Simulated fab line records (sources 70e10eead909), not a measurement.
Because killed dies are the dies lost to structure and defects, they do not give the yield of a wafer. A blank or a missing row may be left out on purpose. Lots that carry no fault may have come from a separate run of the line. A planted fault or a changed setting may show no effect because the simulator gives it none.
Chamber matching -- flow nand-harc -- NHARC_A_M0_CMP_23 on cmp-02 has 4 sister chambers
The step polishes, t overpolish 20 s, target thk 113.75 nm. 14 wafers are shown with their chamber, then 7 later ones without.

WAFERS PAIRED WITH THEIR CHAMBERS
wafer,chamber,motor-current-A (A),time-to-endpoint-s (s),edge-zone-pressure-frac
L074.4,0,11.2,30.5,0.999
L074.5,2,12.8,29.0,0.996
L074.6,1,12.9,35.0,1.007
L079.2,2,13.0,28.6,1.001
L079.5,1,12.6,29.2,1.003
L079.6,0,12.1,30.3,1.007
L083.1,0,12.1,28.3,0.996
L083.2,1,12.1,27.2,0.996
L083.5,0,11.5,26.8,0.990
L084.1,3,11.4,28.9,1.000
L084.2,0,12.4,26.8,1.006
L084.3,2,12.5,27.1,0.990
L089.1,1,12.9,29.6,1.002
L089.2,2,13.5,29.1,1.001

SIGNATURES, as means of the wafers listed above
reading,chamber 0,chamber 1,chamber 2,chamber 3,scatter within a chamber
motor-current-A,11.860,12.625,12.950,11.400,0.439
time-to-endpoint-s,28.540,30.250,28.450,28.900,2.21
edge-zone-pressure-frac,0.99960,1.00200,0.99700,1.00000,0.00588
Rule: for each reading, subtract the chamber's mean from the wafer's reading, divide by that reading's scatter and square the result; add these up over the readings and take the root, which gives the wafer's distance from the chamber. If the next closest chamber is less than 2 further off than the closest, the wafer can't be placed; otherwise it belongs to the closest. The scatter is the square root of a quotient: the sum, over the shown wafers, of each reading's squared deviation from its chamber's mean, divided by wafers minus chambers.

WAFERS MISSING THEIR CHAMBER
wafer,motor-current-A (A),time-to-endpoint-s (s),edge-zone-pressure-frac
L089.4,11.3,30.7,0.997
L088.1,12.5,30.5,0.999
L088.4,12.3,29.5,1.003
L088.6,12.1,27.9,0.998
L097.2,12.1,28.5,1.003
L097.4,12.4,25.2,1.001
L097.5,12.5,30.9,0.998

CHAMBER TAKEN BY EACH
wafer,from the rows above,in truth
L089.4,can't be placed: 3 or 0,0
L088.1,can't be placed: 1 or 2 or 0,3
L088.4,can't be placed: 1 or 0 or 2 or 3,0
L088.6,can't be placed: 0 or 3 or 1 or 2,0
L097.2,can't be placed: 0 or 1 or 3 or 2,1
L097.4,can't be placed: 0 or 2 or 1 or 3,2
L097.5,can't be placed: 1 or 2 or 0 or 3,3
Correct placement for 0 of the 7. Can't be placed from these rows: 7 (the true chamber is among the candidates in 6). Wrongly placed: 0.
